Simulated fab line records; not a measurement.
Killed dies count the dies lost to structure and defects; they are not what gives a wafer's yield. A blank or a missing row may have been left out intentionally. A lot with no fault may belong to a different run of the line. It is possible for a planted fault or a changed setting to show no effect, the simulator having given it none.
Which tool is to blame? / flow n5_finfet / 22 lots with 66 wafers sampled at 3 steps, on a route of 1938 steps

== WHAT THE GAUGES SHOWED, per wafer ==
N5_BEOL_M3_THK_MEAS_01.
lot=L074; measured=day 7 12:19; on=film_metro-02; M3_ILD_THK (nm)=79.3 78.7 80.0
lot=L075; measured=day 7 17:29; on=film_metro-02; M3_ILD_THK (nm)=79.0 80.9 80.0
lot=L076; measured=day 8 05:46; on=film_metro-02; M3_ILD_THK (nm)=78.8 78.3 78.8
lot=L078; measured=day 8 11:31; on=film_metro-02; M3_ILD_THK (nm)=80.5 80.5 80.4
lot=L079; measured=day 8 20:07; on=film_metro-01; M3_ILD_THK (nm)=78.8 77.3 79.1
lot=L080; measured=day 9 06:16; on=film_metro-02; M3_ILD_THK (nm)=80.1 80.3 80.9
lot=L081; measured=day 9 11:40; on=film_metro-01; M3_ILD_THK (nm)=78.8 78.0 80.2
lot=L083; measured=day 11 04:47; on=film_metro-02; M3_ILD_THK (nm)=79.5 79.4 80.9
lot=L084; measured=day 11 05:07; on=film_metro-01; M3_ILD_THK (nm)=79.4 79.6 80.3
lot=L085; measured=day 11 16:44; on=film_metro-01; M3_ILD_THK (nm)=78.6 78.6 79.8
lot=L086; measured=day 12 08:26; on=film_metro-01; M3_ILD_THK (nm)=77.5 79.4 78.8
lot=L087; measured=day 12 20:25; on=film_metro-02; M3_ILD_THK (nm)=78.6 79.2 80.2
lot=L088; measured=day 12 22:18; on=film_metro-01; M3_ILD_THK (nm)=79.0 80.0 79.6
lot=L091; measured=day 12 22:55; on=film_metro-02; M3_ILD_THK (nm)=78.9 79.6 80.2
lot=L090; measured=day 13 04:36; on=film_metro-01; M3_ILD_THK (nm)=77.9 79.6 79.8
lot=L092; measured=day 13 07:34; on=film_metro-02; M3_ILD_THK (nm)=78.6 76.7 78.6
lot=L089; measured=day 13 09:25; on=film_metro-01; M3_ILD_THK (nm)=79.1 78.9 79.8
lot=L094; measured=day 13 11:14; on=film_metro-01; M3_ILD_THK (nm)=78.7 78.8 79.1
lot=L093; measured=day 13 18:57; on=film_metro-01; M3_ILD_THK (nm)=76.7 78.4 79.7
lot=L095; measured=day 13 19:07; on=film_metro-01; M3_ILD_THK (nm)=79.2 79.3 79.4
lot=L082; measured=day 14 08:26; on=film_metro-01; M3_ILD_THK (nm)=77.8 77.9 79.1
lot=L097; measured=day 14 15:04; on=film_metro-01; M3_ILD_THK (nm)=79.0 80.5 80.3

== EACH LOT AND THE TOOL THAT RAN IT (in order: tool; ch and the chambers of the sampled wafers; start) ==
lot=L074; N5_BEOL_M2_SPUTTER_96=pvd_sputter-03, day 7 11:08; N5_BEOL_M3_ILD_DEP_00=pecvd-02 ch 0,1,2, day 7 12:15
lot=L075; N5_BEOL_M2_SPUTTER_96=pvd_sputter-01, day 7 14:53; N5_BEOL_M3_ILD_DEP_00=pecvd-01 ch 1,2, day 7 17:25
lot=L076; N5_BEOL_M2_SPUTTER_96=pvd_sputter-02, day 8 04:34; N5_BEOL_M3_ILD_DEP_00=pecvd-01 ch 0,1, day 8 05:41
lot=L078; N5_BEOL_M2_SPUTTER_96=pvd_sputter-01, day 8 10:18; N5_BEOL_M3_ILD_DEP_00=pecvd-02 ch 0,1,2, day 8 11:28
lot=L079; N5_BEOL_M2_SPUTTER_96=pvd_sputter-03, day 8 18:56; N5_BEOL_M3_ILD_DEP_00=pecvd-02 ch 0,1, day 8 20:02
lot=L080; N5_BEOL_M2_SPUTTER_96=pvd_sputter-02, day 9 04:50; N5_BEOL_M3_ILD_DEP_00=pecvd-02 ch 0,1,2, day 9 06:12
lot=L081; N5_BEOL_M2_SPUTTER_96=pvd_sputter-01, day 9 10:26; N5_BEOL_M3_ILD_DEP_00=pecvd-01 ch 0,1,2, day 9 11:36
lot=L083; N5_BEOL_M2_SPUTTER_96=pvd_sputter-02, day 11 03:29; N5_BEOL_M3_ILD_DEP_00=pecvd-04 ch 0,2, day 11 04:43
lot=L084; N5_BEOL_M2_SPUTTER_96=pvd_sputter-01, day 11 03:41; N5_BEOL_M3_ILD_DEP_00=pecvd-04 ch 0,1,2, day 11 05:04
lot=L085; N5_BEOL_M2_SPUTTER_96=pvd_sputter-01, day 11 15:30; N5_BEOL_M3_ILD_DEP_00=pecvd-01 ch 1,2, day 11 16:40
lot=L086; N5_BEOL_M2_SPUTTER_96=pvd_sputter-01, day 12 07:08; N5_BEOL_M3_ILD_DEP_00=pecvd-02 ch 0,1,2, day 12 08:22
lot=L087; N5_BEOL_M2_SPUTTER_96=pvd_sputter-01, day 12 19:14; N5_BEOL_M3_ILD_DEP_00=pecvd-02 ch 1,2, day 12 20:20
lot=L088; N5_BEOL_M2_SPUTTER_96=pvd_sputter-01, day 12 21:07; N5_BEOL_M3_ILD_DEP_00=pecvd-02 ch 1,2, day 12 22:13
lot=L091; N5_BEOL_M2_SPUTTER_96=pvd_sputter-02, day 12 21:41; N5_BEOL_M3_ILD_DEP_00=pecvd-02 ch 1,2, day 12 22:50
lot=L090; N5_BEOL_M2_SPUTTER_96=pvd_sputter-01, day 13 03:25; N5_BEOL_M3_ILD_DEP_00=pecvd-04 ch 0,2, day 13 04:32
lot=L092; N5_BEOL_M2_SPUTTER_96=pvd_sputter-01, day 13 06:24; N5_BEOL_M3_ILD_DEP_00=pecvd-01 ch 1,2, day 13 07:31
lot=L089; N5_BEOL_M2_SPUTTER_96=pvd_sputter-02, day 13 08:13; N5_BEOL_M3_ILD_DEP_00=pecvd-02 ch 1,2, day 13 09:20
lot=L094; N5_BEOL_M2_SPUTTER_96=pvd_sputter-01, day 13 09:36; N5_BEOL_M3_ILD_DEP_00=pecvd-01 ch 0,1, day 13 11:10
lot=L093; N5_BEOL_M2_SPUTTER_96=pvd_sputter-01, day 13 17:43; N5_BEOL_M3_ILD_DEP_00=pecvd-04 ch 0,1,2, day 13 18:53
lot=L095; N5_BEOL_M2_SPUTTER_96=pvd_sputter-02, day 13 17:56; N5_BEOL_M3_ILD_DEP_00=pecvd-04 ch 0,1,2, day 13 19:04
lot=L082; N5_BEOL_M2_SPUTTER_96=pvd_sputter-03, day 14 07:10; N5_BEOL_M3_ILD_DEP_00=pecvd-01 ch 0,2, day 14 08:22
lot=L097; N5_BEOL_M2_SPUTTER_96=pvd_sputter-01, day 14 13:53; N5_BEOL_M3_ILD_DEP_00=pecvd-02 ch 0,1,2, day 14 14:59
- N5_BEOL_M2_SPUTTER_96: material Cu, target thk 4.5 nm, time 8.29 s.
- N5_BEOL_M3_ILD_DEP_00: deposits SiOC from DEMS/O2, target thk 79 nm, time 15.3 s.

== WHAT THE TOOLS THEMSELVES READ (means of the sampled wafers that have a number; where no wafer has one, the mark that the record gives instead) ==
N5_BEOL_M2_SPUTTER_96.
lot=L074; tool=pvd_sputter-03; chamber_pressure_pa (Pa)=0.07; chuck_sensor_temp_C (C)=-15.8; throttle_valve_pct (%)=28.8
lot=L075; tool=pvd_sputter-01; chamber_pressure_pa (Pa)=0.07; chuck_sensor_temp_C (C)=-15.7; throttle_valve_pct (%)=29.5
lot=L076; tool=pvd_sputter-02; chamber_pressure_pa (Pa)=0.07; chuck_sensor_temp_C (C)=-17.4; throttle_valve_pct (%)=30.2
lot=L078; tool=pvd_sputter-01; chamber_pressure_pa (Pa)=0.07; chuck_sensor_temp_C (C)=-16.1; throttle_valve_pct (%)=29.9
lot=L079; tool=pvd_sputter-03; chamber_pressure_pa (Pa)=0.07; chuck_sensor_temp_C (C)=-15.9; throttle_valve_pct (%)=28.5
lot=L080; tool=pvd_sputter-02; chamber_pressure_pa (Pa)=0.07; chuck_sensor_temp_C (C)=-16.4; throttle_valve_pct (%)=29.6
lot=L081; tool=pvd_sputter-01; chamber_pressure_pa (Pa)=0.07; chuck_sensor_temp_C (C)=-16.0; throttle_valve_pct (%)=30.4
lot=L083; tool=pvd_sputter-02; chamber_pressure_pa (Pa)=0.07; chuck_sensor_temp_C (C)=-16.9; throttle_valve_pct (%)=29.5
lot=L084; tool=pvd_sputter-01; chamber_pressure_pa (Pa)=0.07; chuck_sensor_temp_C (C)=-15.9; throttle_valve_pct (%)=30.4
lot=L085; tool=pvd_sputter-01; chamber_pressure_pa (Pa)=0.07; chuck_sensor_temp_C (C)=-16.2; throttle_valve_pct (%)=30.9
lot=L086; tool=pvd_sputter-01; chamber_pressure_pa (Pa)=0.07; chuck_sensor_temp_C (C)=-15.7; throttle_valve_pct (%)=29.3
lot=L087; tool=pvd_sputter-01; chamber_pressure_pa (Pa)=0.07; chuck_sensor_temp_C (C)=-15.9; throttle_valve_pct (%)=29.2
lot=L088; tool=pvd_sputter-01; chamber_pressure_pa (Pa)=0.07; chuck_sensor_temp_C (C)=-15.5; throttle_valve_pct (%)=29.5
lot=L091; tool=pvd_sputter-02; chamber_pressure_pa (Pa)=0.07; chuck_sensor_temp_C (C)=-16.7; throttle_valve_pct (%)=29.8
lot=L090; tool=pvd_sputter-01; chamber_pressure_pa (Pa)=0.07; chuck_sensor_temp_C (C)=-16.4; throttle_valve_pct (%)=30.3
lot=L092; tool=pvd_sputter-01; chamber_pressure_pa (Pa)=0.07; chuck_sensor_temp_C (C)=-16.2; throttle_valve_pct (%)=29.7
lot=L089; tool=pvd_sputter-02; chamber_pressure_pa (Pa)=0.07; chuck_sensor_temp_C (C)=-17.0; throttle_valve_pct (%)=29.3
lot=L094; tool=pvd_sputter-01; chamber_pressure_pa (Pa)=0.07; chuck_sensor_temp_C (C)=-15.6; throttle_valve_pct (%)=29.5
lot=L093; tool=pvd_sputter-01; chamber_pressure_pa (Pa)=0.07; chuck_sensor_temp_C (C)=-16.1; throttle_valve_pct (%)=29.8
lot=L095; tool=pvd_sputter-02; chamber_pressure_pa (Pa)=0.07; chuck_sensor_temp_C (C)=-16.6; throttle_valve_pct (%)=30.1
lot=L082; tool=pvd_sputter-03; chamber_pressure_pa (Pa)=0.07; chuck_sensor_temp_C (C)=-16.0; throttle_valve_pct (%)=29.0
lot=L097; tool=pvd_sputter-01; chamber_pressure_pa (Pa)=0.07; chuck_sensor_temp_C (C)=-15.7; throttle_valve_pct (%)=29.8

N5_BEOL_M3_ILD_DEP_00.
lot=L074; tool=pecvd-02; chamber_pressure_Torr (Torr)=4.993; heater_power_w (W)=420; showerhead_plenum_p_Torr (Torr)=5.689; throttle_valve_pct (%)=11.9
lot=L075; tool=pecvd-01; chamber_pressure_Torr (Torr)=4.980; heater_power_w (W)=497; showerhead_plenum_p_Torr (Torr)=5.695; throttle_valve_pct (%)=11.4
lot=L076; tool=pecvd-01; chamber_pressure_Torr (Torr)=4.986; heater_power_w (W)=455; showerhead_plenum_p_Torr (Torr)=5.697; throttle_valve_pct (%)=12.4
lot=L078; tool=pecvd-02; chamber_pressure_Torr (Torr)=4.997; heater_power_w (W)=472; showerhead_plenum_p_Torr (Torr)=5.692; throttle_valve_pct (%)=11.8
lot=L079; tool=pecvd-02; chamber_pressure_Torr (Torr)=5.009; heater_power_w (W)=475; showerhead_plenum_p_Torr (Torr)=5.692; throttle_valve_pct (%)=12.0
lot=L080; tool=pecvd-02; chamber_pressure_Torr (Torr)=5.000; heater_power_w (W)=476; showerhead_plenum_p_Torr (Torr)=5.694; throttle_valve_pct (%)=11.8
lot=L081; tool=pecvd-01; chamber_pressure_Torr (Torr)=4.993; heater_power_w (W)=480; showerhead_plenum_p_Torr (Torr)=5.697; throttle_valve_pct (%)=12.0
lot=L083; tool=pecvd-04; chamber_pressure_Torr (Torr)=4.996; heater_power_w (W)=424; showerhead_plenum_p_Torr (Torr)=5.680; throttle_valve_pct (%)=12.0
lot=L084; tool=pecvd-04; chamber_pressure_Torr (Torr)=5.004; heater_power_w (W)=440; showerhead_plenum_p_Torr (Torr)=5.695; throttle_valve_pct (%)=11.8
lot=L085; tool=pecvd-01; chamber_pressure_Torr (Torr)=5.005; heater_power_w (W)=477; showerhead_plenum_p_Torr (Torr)=5.704; throttle_valve_pct (%)=11.8
lot=L086; tool=pecvd-02; chamber_pressure_Torr (Torr)=4.999; heater_power_w (W)=466; showerhead_plenum_p_Torr (Torr)=5.684; throttle_valve_pct (%)=11.8
lot=L087; tool=pecvd-02; chamber_pressure_Torr (Torr)=5.003; heater_power_w (W)=396; showerhead_plenum_p_Torr (Torr)=5.683; throttle_valve_pct (%)=11.6
lot=L088; tool=pecvd-02; chamber_pressure_Torr (Torr)=5.009; heater_power_w (W)=441; showerhead_plenum_p_Torr (Torr)=5.684; throttle_valve_pct (%)=11.7
lot=L091; tool=pecvd-02; chamber_pressure_Torr (Torr)=5.012; heater_power_w (W)=435; showerhead_plenum_p_Torr (Torr)=5.679; throttle_valve_pct (%)=11.8
lot=L090; tool=pecvd-04; chamber_pressure_Torr (Torr)=5.002; heater_power_w (W)=400; showerhead_plenum_p_Torr (Torr)=5.688; throttle_valve_pct (%)=12.3
lot=L092; tool=pecvd-01; chamber_pressure_Torr (Torr)=5.000; heater_power_w (W)=482; showerhead_plenum_p_Torr (Torr)=5.706; throttle_valve_pct (%)=11.7
lot=L089; tool=pecvd-02; chamber_pressure_Torr (Torr)=4.996; heater_power_w (W)=426; showerhead_plenum_p_Torr (Torr)=5.689; throttle_valve_pct (%)=11.8
lot=L094; tool=pecvd-01; chamber_pressure_Torr (Torr)=5.005; heater_power_w (W)=459; showerhead_plenum_p_Torr (Torr)=5.708; throttle_valve_pct (%)=12.3
lot=L093; tool=pecvd-04; chamber_pressure_Torr (Torr)=4.986; heater_power_w (W)=417; showerhead_plenum_p_Torr (Torr)=5.686; throttle_valve_pct (%)=11.8
lot=L095; tool=pecvd-04; chamber_pressure_Torr (Torr)=4.996; heater_power_w (W)=425; showerhead_plenum_p_Torr (Torr)=5.698; throttle_valve_pct (%)=12.0
lot=L082; tool=pecvd-01; chamber_pressure_Torr (Torr)=4.999; heater_power_w (W)=436; showerhead_plenum_p_Torr (Torr)=5.700; throttle_valve_pct (%)=12.3
lot=L097; tool=pecvd-02; chamber_pressure_Torr (Torr)=5.002; heater_power_w (W)=469; showerhead_plenum_p_Torr (Torr)=5.692; throttle_valve_pct (%)=11.9

== THE ANSWER, worked out from the rows above alone ==
Rule: what is usual is taken from the lots themselves. The widest of any qualifying gaps counts: lots, ordered by their means at a reading, are off when they make up no more than a third of the lots, leave a main group of 4 or more, and stand apart from it by 3 or more times the standard deviation of that group's means. A main group whose means are all the same, to the digits that the tables above print for the reading, isn't used. Also off: a lot with no number at a reading for which 4 or more lots have one. The other lots that the step has rows for count as sound. After the gauges, taken in route order, come the tools' own readings; for these a lot's mean is taken, as printed above. The first step at which some lot is off is used, and at that step the reading that is off furthest; a lot without a number counts as furthest.
Across all readings shown, no lot is off: no conclusion can be drawn from this.

== WHAT THE SIMULATOR PUT IN ==
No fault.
